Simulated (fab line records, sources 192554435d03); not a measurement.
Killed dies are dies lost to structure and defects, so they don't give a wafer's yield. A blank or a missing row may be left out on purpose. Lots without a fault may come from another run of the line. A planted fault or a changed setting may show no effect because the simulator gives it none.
A struck lot beside a sound one | flow n5_finfet | 40 steps out of a route of 1938
Sound: wafers L586.1, L586.5, L586.6. Struck: wafer L591.2. The cause comes at the end.
At each step with rows: each side's tool, then ch and its chambers, then its first start. Under that, the readings that differ: sound wafers | struck wafers | difference of the means | sigmas: that difference in standard deviations of wafers without a fault.
alike: readings whose means differ by less than 2 such deviations, and words and numbers that are the same on both sides. not compared: withheld readings, readings that some wafer has no value for, bounds like >300 that may hide the same value, and numbers for which the record gives no deviation and whose values overlap.
The two part at a step that has a row with sigmas, a row that says differs or no value, or rows on one side only. Numbers that don't overlap but have no deviation are shown without sigmas and don't part them. A reading that every wafer of one side lacks parts them only if that side has two wafers or more.

first, 2 steps without rows for these wafers: N5_MOL_CONTACT_COAG_CONTACT_ETCH_14 (etches SiO2 in C4F6/O2, target depth 27.5 nm, overetch 8.5 nm, time 20 s); N5_MOL_CONTACT_COAG_STRIP_109 (strips in C4F6/O2).
N5_MOL_CONTACT_COAG_ETCH_15: etches SiNx in CH3F/O2, stops on Si:P, target depth 7 nm.
  sound on rie_diel-06 ch 2,3, day 7 15:16; struck on rie_diel-06 ch 0, day 8 16:05
  alike: drypump_motor_current_A, oes_product_au, rf_vpp_V, showerhead_plenum_p_Torr, throttle_valve_pct
  not compared: rf_hours_counter_h
then, 2 steps without rows for these wafers: N5_MOL_CONTACT_COAG_ETCH_110 (etches Si in CF4/O2, target depth 2.5 nm, time 8 s); N5_MOL_CONTACT_COAG_STRIP_98 (strips in N2/H2).
N5_MOL_CONTACT_COAG_CD_MEAS_99: target cd 17.2 nm.
  sound on cd_sem-03, day 7 15:27; struck on cd_sem-02, day 8 16:16
  reading    | sound             | struck | difference | sigmas
  cd_nm (nm) | 17.45 17.34 17.21 | 16.74  | -0.59      | -2
then, 2 steps without rows for these wafers: N5_MOL_CONTACT_COAG_IMPLANT_129; N5_MOL_CONTACT_COAG_PRECLEAN_111 (cleans in NF3:NH3, afs cycles 1, time 20 s, sublimation time 60 s).
N5_MOL_CONTACT_COAG_TI_SIL_19: material Ti, target thk 4.2 nm, time 15 s.
  sound on pvd_sputter-02, day 7 15:54; struck on pvd_sputter-03, day 8 16:52
  alike: throttle_valve_pct
then, 2 steps without rows for these wafers: N5_MOL_CONTACT_COAG_ALD_20 (deposits TiN, target thk 1.5 nm, pulse time 1 s, purge time 3 s); N5_MOL_CONTACT_COAG_SIL_ANNEAL_21 (time 60 s).
N5_MOL_CONTACT_COAG_PRE_CLEAN_141: time 60 s.
  sound on pvd_sputter-01, day 7 18:38; struck on pvd_sputter-03, day 8 19:13
  alike: heater_power_w
N5_MOL_CONTACT_COAG_SPUTTER_143: material Co, target thk 2.5 nm.
  sound on pvd_sputter-01, day 7 18:41; struck on pvd_sputter-03, day 8 19:17
  alike: throttle_valve_pct
N5_MOL_CONTACT_COAG_CO_FILL_22: material Co, precursor CCTBA/H2, target thk 20 nm.
  sound on cvd_co-01 ch 0,2, day 7 18:49; struck on cvd_co-02 ch 1, day 8 19:25
  reading                  | sound       | struck | difference | sigmas
  heater_power_outer_w (W) | 120 121 116 | 154    | +35        | +2
  heater_power_w (W)       | 229 228 215 | 278    | +54        | +2
then, 10 steps without rows for these wafers: N5_MOL_CONTACT_COAG_ANNEAL_113 (time 300 s); N5_MOL_CONTACT_COAG_PRE_CLEAN_142 (time 60 s); N5_MOL_CONTACT_COAG_SPUTTER_130 (material Co, target thk 47.5 nm); N5_MOL_CONTACT_COAG_PRECLEAN_125 (cleans in DIW, time 57.5 s); N5_MOL_CONTACT_COAG_SRD_126 (dry time 32 s); N5_MOL_CONTACT_COAG_CMP_23 (polishes, stops on SiO2, t overpolish 1.5 s, target thk 0 nm); N5_MOL_CONTACT_COAG_WET_ETCH_26 (target Co, target depth 13 nm); N5_MOL_CONTACT_COAG_WET_ETCH_116 (etches the open film in SC1-inhibited, target depth 4.6 nm, rinse time 30 s); N5_MOL_CONTACT_COAG_ALD_27 (deposits SiOC, target thk 17 nm, pulse time 1.5 s, time 2720 s); N5_MOL_CONTACT_COAG_CMP_28 (polishes, stops on SiNx, t overpolish 0.85 s, target thk 14.522 nm).
N5_MOL_CONTACT_COAG_THK_MEAS_29:
  sound on film_metro-01, day 8 01:24; struck on film_metro-01, day 9 02:02
  alike: MD_CAP_THK
then, 11 steps without rows for these wafers: N5_MOL_CONTACT_COAG_ALD_123 (deposits SiNx, target thk 5 nm, pulse time 1 s, purge time 2 s); N5_MOL_CONTACT_COAG_PECVD_31 (deposits SiO2 from TEOS/O2, target thk 46 nm, time 8.9 s); N5_MOL_CONTACT_COAG_COAT_75 (time 60 s, resist thk 60 nm); N5_MOL_CONTACT_COAG_COAT_76 (time 60 s, resist thk 10 nm); N5_MOL_CONTACT_COAG_COAT_77 (time 60 s, resist thk 10 nm); N5_MOL_CONTACT_COAG_COAT_78 (resist thk 40 nm); N5_MOL_CONTACT_COAG_EBR_80; N5_MOL_CONTACT_COAG_SOFTBAKE_79 (time 60 s); N5_MOL_CONTACT_COAG_EXPOSE_81 (exposes mask VG, defocus 0 nm); N5_MOL_CONTACT_COAG_PEB_82 (peb time 60 s); N5_MOL_CONTACT_COAG_DEVELOP_83 (develop time 30 s).
N5_MOL_CONTACT_COAG_CD_MEAS_84: target cd 25.1 nm.
  sound on cd_sem-03 ch 0, day 8 02:17; struck on cd_sem-03 ch 0, day 9 03:08
  alike: cd_nm
N5_MOL_CONTACT_COAG_OVL_MEAS_85:
  sound on overlay-01 ch 0, day 8 02:19; struck on overlay-02 ch 0, day 9 03:10
  alike: VG_OVL
N5_MOL_CONTACT_COAG_DESCUM_88: chemistry O2, time 7 s.
  sound on rie_diel-04 ch 1,2, day 8 02:24; struck on rie_diel-06 ch 0, day 9 03:15
  alike: drypump_motor_current_A, oes_product_au, rf_vpp_V, showerhead_plenum_p_Torr, temp_c, throttle_valve_pct
  not compared: rf_hours_counter_h
-- the record jumps here: 7 days lie between the struck wafers' starts before and after (it left off in module MOL_CONTACT_COAG and takes up again in module PASSIVATION, whose first step shown is number 1936 of the route) --
N5_PASSIVATION_PROBE_49:
  sound on prober-01, day 15 00:54; struck on prober-02, day 16 14:07
  reading            | sound | struck | difference | sigmas
  killed_at_contacts | 8     | 107    | +99        | +17
  killed_dies        | 105   | 188    | +83        | +6
  alike: killed_at_M0_to_M3, killed_at_M4_up, killed_at_front_end, killed_at_other, killed_open, killed_short

WHERE THEY PART
First at N5_MOL_CONTACT_COAG_CD_MEAS_99; last, within this record, at N5_PASSIVATION_PROBE_49.

WHY: what the simulator had put in
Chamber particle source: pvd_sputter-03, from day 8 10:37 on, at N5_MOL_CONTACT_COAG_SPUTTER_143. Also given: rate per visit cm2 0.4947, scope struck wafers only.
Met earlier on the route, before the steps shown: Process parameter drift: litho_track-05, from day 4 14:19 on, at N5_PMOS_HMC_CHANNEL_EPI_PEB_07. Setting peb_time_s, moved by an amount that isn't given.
